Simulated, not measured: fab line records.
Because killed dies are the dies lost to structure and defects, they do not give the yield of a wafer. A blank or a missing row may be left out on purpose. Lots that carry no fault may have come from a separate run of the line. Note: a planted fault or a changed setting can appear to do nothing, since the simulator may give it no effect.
Problem report in the 8D (eight disciplines) form, filled by code ; flow nand-harc ; the parts of the form that need people (team, actions taken, sign-off) are left out

== 1. WHAT WENT WRONG ==
Wafers without a fault read 0.997 a.u., standard deviation 0.012; oes-product-au at NHARC_A_BONDPAD_ETCH_34 reads a mean of 0.836 a.u. on 6 wafers belonging to 2 lots. Relative to the usual mean, that is a shift of -13 standard deviations.
The step: etches the open film in N2/H2, target depth 60 nm, overetch 18 nm, time 65.91 s.
Earliest sighting: wafer L516.1 on rie-diel-03 at day 22 05:19. Wafers with a number at this step in the record: 30, from 10 lots. By rule, "out" or "out of limits" means more than 4 standard deviations away from the usual mean. Any other wafer with a number is counted as sound.

== 2. WHAT IT IS, AND WHAT IT ISN'T ==
question;is;is not
which readings at this step;oes-product-au;drypump-motor-current-A, showerhead-plenum-p-Torr
which lots;L514, L516;L503, L504, L508, L513, L519, L522, L523, L526
which wafers of those lots;all that have a number;-
read on which tools;rie-diel-03;rie-diel-06, rie-diel-13
when;from day 22 05:19;"up to then (12 sound wafers); but 12 sound wafers of L519, L522, L523, L526 came after"

== 3. SUSPECTS, AND WHAT RULES EACH OUT ==
Counting: any tool at a process step up to the reading is kept as a suspect provided that every lot that is out went through it and no sound lot did after the first of them.
- rie-diel-03 at NHARC_A_BONDPAD_ETCH_34 (etches the open film in N2/H2, target depth 60 nm, overetch 18 nm, time 65.91 s): kept. Every lot that is out went through it, starting with L516 (day 22 05:19), and after that it ran no sound lot; the last sound lot it ran before then is L508 (day 18 08:48). Its own oes-product-au readings are out on those wafers.
After counting, what remains is rie-diel-03 at NHARC_A_BONDPAD_ETCH_34.

== 4. THE CAUSE (what the simulator had put in) ==
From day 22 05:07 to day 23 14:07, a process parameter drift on rie-diel-03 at NHARC_A_BONDPAD_ETCH_34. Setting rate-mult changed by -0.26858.
The count eliminated every tool but this one.

== 5. SEQUENCE OF EFFECTS, ordered by route ==
Each row: a reading where the mean over the struck wafers with a number is more than 3 standard deviations away from the usual. Scope: only readings with a usual standard deviation given in the record; hours: median across lots of the time from each lot's start at the first step in this table that gives one to its start at this step; sigmas: change in usual standard deviations.
hours;step;reading;usual;on struck wafers;change;sigmas
0;NHARC_A_BONDPAD_ETCH_34;oes-product-au;0.997 a.u.;0.836;-0.161;-13
Its process steps:
- NHARC_A_BONDPAD_ETCH_34: etches the open film in N2/H2, target depth 60 nm, overetch 18 nm, time 65.91 s.
At these later measuring or inspecting steps, every struck wafer for which the step has a row has a number for every such reading, and none has moved that far: NHARC_END_SORT_01.

== 6. WHAT WOULD HAVE CAUGHT IT SOONER ==
The fault began at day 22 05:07; the first out-of-limits reading in this record came at day 22 05:19, 0 hours later.
